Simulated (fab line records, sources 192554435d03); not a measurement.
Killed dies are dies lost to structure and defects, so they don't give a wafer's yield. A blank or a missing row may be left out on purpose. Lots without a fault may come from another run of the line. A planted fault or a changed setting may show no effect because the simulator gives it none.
Chamber matching | flow n5_finfet | N5_BEOL_M4_PECVD_72 on pecvd-03: 3 sister chambers
The step deposits SiO2 from TEOS/O2, target thk 16 nm, time 18 s. 6 wafers are shown with their chamber, then 7 later ones without.

WAFERS WITH THEIR CHAMBER
wafer  | chamber | throttle_valve_pct (%) | showerhead_plenum_p_Torr (Torr)
L081.6 | 2       | 21.1                   | 8.66
L082.3 | 0       | 22.6                   | 8.78
L084.5 | 2       | 21.2                   | 8.67
L084.6 | 1       | 20.9                   | 8.62
L088.1 | 1       | 21.3                   | 8.65
L088.2 | 0       | 22.3                   | 8.77

WAFERS WITHOUT THEIR CHAMBER
wafer  | throttle_valve_pct (%) | showerhead_plenum_p_Torr (Torr)
L088.4 | 22.6                   | 8.78
L089.3 | 21.6                   | 8.66
L089.4 | 20.8                   | 8.63
L089.6 | 22.2                   | 8.77
L092.1 | 22.4                   | 8.77
L092.3 | 20.9                   | 8.64
L092.5 | 21.0                   | 8.68

WHICH CHAMBER EACH WENT THROUGH
wafer  | from the rows above     | in truth
L088.4 | 0                       | 0
L089.3 | can't be placed: 2 or 1 | 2
L089.4 | can't be placed: 1 or 2 | 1
L089.6 | 0                       | 0
L092.1 | 0                       | 0
L092.3 | can't be placed: 1 or 2 | 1
L092.5 | 2                       | 2
Placed correctly: 4 of 7. Can't be placed from these rows: 3 (the true chamber is among the candidates in 3). Placed wrongly: 0.
How it was worked out, from the rows above alone: a wafer's distance from a chamber is the root of the sum, over the readings, of the square of ((its reading less the chamber's mean) divided by the reading's scatter). The wafer belongs to the nearest chamber; if the next one is less than 2 further off, it can't be placed. A chamber's mean is the mean of its shown wafers. The scatter: the root of (the sum of the squares of (reading less its chamber's mean) over the shown wafers, divided by (wafers less chambers)).
